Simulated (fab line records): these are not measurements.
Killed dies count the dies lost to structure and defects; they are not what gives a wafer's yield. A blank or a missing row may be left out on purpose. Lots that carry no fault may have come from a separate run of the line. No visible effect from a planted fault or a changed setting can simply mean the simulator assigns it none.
Matching of chambers / flow n5-finfet / rie-diel-01 running N5_SDB_ETCH_25: 4 sister chambers
The step etches SiO2 in C4F6/O2, target depth 10 nm, time 3.3 s. 18 wafers are shown with their chamber, then 9 later ones without.

WAFERS PAIRED WITH THEIR CHAMBERS
wafer=L074.2; chamber=1; drypump-motor-current-A (A)=5.5; throttle-valve-pct (%)=21.55; rf-vpp-V (V)=670
wafer=L074.3; chamber=3; drypump-motor-current-A (A)=6.4; throttle-valve-pct (%)=21.27; rf-vpp-V (V)=668
wafer=L074.5; chamber=1; drypump-motor-current-A (A)=5.6; throttle-valve-pct (%)=21.55; rf-vpp-V (V)=671
wafer=L075.3; chamber=0; drypump-motor-current-A (A)=5.1; throttle-valve-pct (%)=21.37; rf-vpp-V (V)=664
wafer=L075.5; chamber=2; drypump-motor-current-A (A)=5.8; throttle-valve-pct (%)=20.71; rf-vpp-V (V)=666
wafer=L075.6; chamber=3; drypump-motor-current-A (A)=6.4; throttle-valve-pct (%)=21.28; rf-vpp-V (V)=669
wafer=L077.2; chamber=1; drypump-motor-current-A (A)=5.6; throttle-valve-pct (%)=21.56; rf-vpp-V (V)=671
wafer=L077.4; chamber=0; drypump-motor-current-A (A)=5.2; throttle-valve-pct (%)=21.39; rf-vpp-V (V)=665
wafer=L077.5; chamber=0; drypump-motor-current-A (A)=5.2; throttle-valve-pct (%)=21.39; rf-vpp-V (V)=665
wafer=L078.1; chamber=1; drypump-motor-current-A (A)=5.5; throttle-valve-pct (%)=21.56; rf-vpp-V (V)=671
wafer=L078.3; chamber=3; drypump-motor-current-A (A)=6.4; throttle-valve-pct (%)=21.27; rf-vpp-V (V)=669
wafer=L078.5; chamber=0; drypump-motor-current-A (A)=5.2; throttle-valve-pct (%)=21.40; rf-vpp-V (V)=665
wafer=L087.3; chamber=1; drypump-motor-current-A (A)=5.5; throttle-valve-pct (%)=21.60; rf-vpp-V (V)=671
wafer=L087.5; chamber=0; drypump-motor-current-A (A)=5.2; throttle-valve-pct (%)=21.41; rf-vpp-V (V)=665
wafer=L087.6; chamber=1; drypump-motor-current-A (A)=5.5; throttle-valve-pct (%)=21.60; rf-vpp-V (V)=670
wafer=L092.1; chamber=1; drypump-motor-current-A (A)=5.5; throttle-valve-pct (%)=21.62; rf-vpp-V (V)=669
wafer=L092.2; chamber=3; drypump-motor-current-A (A)=6.4; throttle-valve-pct (%)=21.02; rf-vpp-V (V)=670
wafer=L092.6; chamber=1; drypump-motor-current-A (A)=5.5; throttle-valve-pct (%)=21.60; rf-vpp-V (V)=670

SIGNATURES (averages over the wafers above)
reading=drypump-motor-current-A; chamber 0=5.180; chamber 1=5.525; chamber 2=5.800; chamber 3=6.400; scatter within a chamber=0.0405
reading=throttle-valve-pct; chamber 0=21.3920; chamber 1=21.5800; chamber 2=20.7100; chamber 3=21.2100; scatter within a chamber=0.0624
reading=rf-vpp-V; chamber 0=664.80; chamber 1=670.38; chamber 2=666.00; chamber 3=669.00; scatter within a chamber=0.69
Rule: a wafer lies at a distance from a chamber equal to the root of the sum of squares, over the readings, of (its reading less the chamber's mean, divided by the reading's scatter). If the next closest chamber is less than 2 further off than the closest, the wafer can't be placed; otherwise it belongs to the closest. The scatter: take each reading less its chamber's mean, square it, sum over the shown wafers, divide by the number of wafers less the number of chambers, and take the root.

WAFERS WITHOUT THEIR CHAMBER
wafer=L093.1; drypump-motor-current-A (A)=5.7; throttle-valve-pct (%)=20.74; rf-vpp-V (V)=666
wafer=L093.3; drypump-motor-current-A (A)=5.7; throttle-valve-pct (%)=20.75; rf-vpp-V (V)=666
wafer=L093.6; drypump-motor-current-A (A)=5.6; throttle-valve-pct (%)=21.61; rf-vpp-V (V)=671
wafer=L095.1; drypump-motor-current-A (A)=5.5; throttle-valve-pct (%)=21.62; rf-vpp-V (V)=671
wafer=L095.2; drypump-motor-current-A (A)=5.2; throttle-valve-pct (%)=21.02; rf-vpp-V (V)=666
wafer=L095.5; drypump-motor-current-A (A)=5.7; throttle-valve-pct (%)=20.77; rf-vpp-V (V)=664
wafer=L097.2; drypump-motor-current-A (A)=5.5; throttle-valve-pct (%)=21.63; rf-vpp-V (V)=670
wafer=L097.5; drypump-motor-current-A (A)=5.5; throttle-valve-pct (%)=21.63; rf-vpp-V (V)=671
wafer=L097.6; drypump-motor-current-A (A)=5.2; throttle-valve-pct (%)=21.04; rf-vpp-V (V)=664

EACH ONE'S CHAMBER
wafer=L093.1; from the rows above=2; in truth=2
wafer=L093.3; from the rows above=2; in truth=2
wafer=L093.6; from the rows above=1; in truth=1
wafer=L095.1; from the rows above=1; in truth=1
wafer=L095.2; from the rows above=0; in truth=0
wafer=L095.5; from the rows above=2; in truth=2
wafer=L097.2; from the rows above=1; in truth=1
wafer=L097.5; from the rows above=1; in truth=1
wafer=L097.6; from the rows above=0; in truth=0
9 of 9 placed correctly. Number that these rows cannot place: 0. 0 placed wrongly.
